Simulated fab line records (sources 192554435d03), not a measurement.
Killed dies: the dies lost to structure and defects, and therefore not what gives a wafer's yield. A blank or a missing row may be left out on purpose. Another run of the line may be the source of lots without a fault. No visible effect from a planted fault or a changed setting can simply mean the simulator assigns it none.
What tool caused it?    flow n5_finfet    12 lots, 36 wafers sampled, at 2 steps of a route of 1938

== WHAT THE GAUGES READ, wafer by wafer ==
N5_BEOL_M12_OVL_MEAS_11.
lot   measured      on          V11_OVL (nm)
L075  day 10 19:45  overlay-02  -1 1 2
L077  day 11 16:22  overlay-02  -5 -1 4
L078  day 12 04:26  overlay-01  4 2 -1
L081  day 12 15:03  overlay-01  -4 -1 -5
L082  day 12 22:39  overlay-02  -13 -7 -5
L085  day 13 07:52  overlay-02  -1 -4 1
L087  day 14 00:50  overlay-01  -4 -5 -2
L088  day 14 10:35  overlay-02  -9 -13 -12
L090  day 14 19:19  overlay-01  -4 -7 -7
L093  day 15 19:50  overlay-02  -10 -5 -6
L096  day 16 20:41  overlay-01  -4 -1 -2
L097  day 17 02:43  overlay-01  -5 -4 0

== WHICH TOOL RAN EACH LOT (tool, then ch and the chambers of the sampled wafers, then the start) ==
lot   N5_BEOL_M11_ANNEAL_51
L075  rtp_anneal-01 ch 0, day 10 18:21
L077  rtp_anneal-02 ch 0, day 11 15:00
L078  rtp_anneal-02 ch 0, day 12 03:04
L081  rtp_anneal-02 ch 0, day 12 13:48
L082  rtp_anneal-02 ch 0, day 12 21:18
L085  rtp_anneal-01 ch 0, day 13 06:37
L087  rtp_anneal-02 ch 0, day 13 23:32
L088  rtp_anneal-01 ch 0, day 14 09:13
L090  rtp_anneal-02 ch 0, day 14 18:04
L093  rtp_anneal-01 ch 0, day 15 18:35
L096  rtp_anneal-01 ch 0, day 16 19:25
L097  rtp_anneal-02 ch 0, day 17 01:21
- N5_BEOL_M11_ANNEAL_51: time 90 s.

== THE ANSWER, worked out from the rows above alone ==
Rule: the lots themselves supply what counts as usual. The widest of any qualifying gaps counts: lots, ordered by their means at a reading, are off when they make up no more than a third of the lots, leave a main group of 4 or more, and stand apart from it by 3 or more times the standard deviation of that group's means. If all means in a main group match to the digits the tables above print for the reading, that group is not used. A lot without any number at a reading at which 4 lots or more have one is off too. The other lots that the step has rows for count as sound.
No lot is off on any of the readings shown, so nothing can be concluded from this.

== WHAT THE SIMULATOR HAD PUT IN ==
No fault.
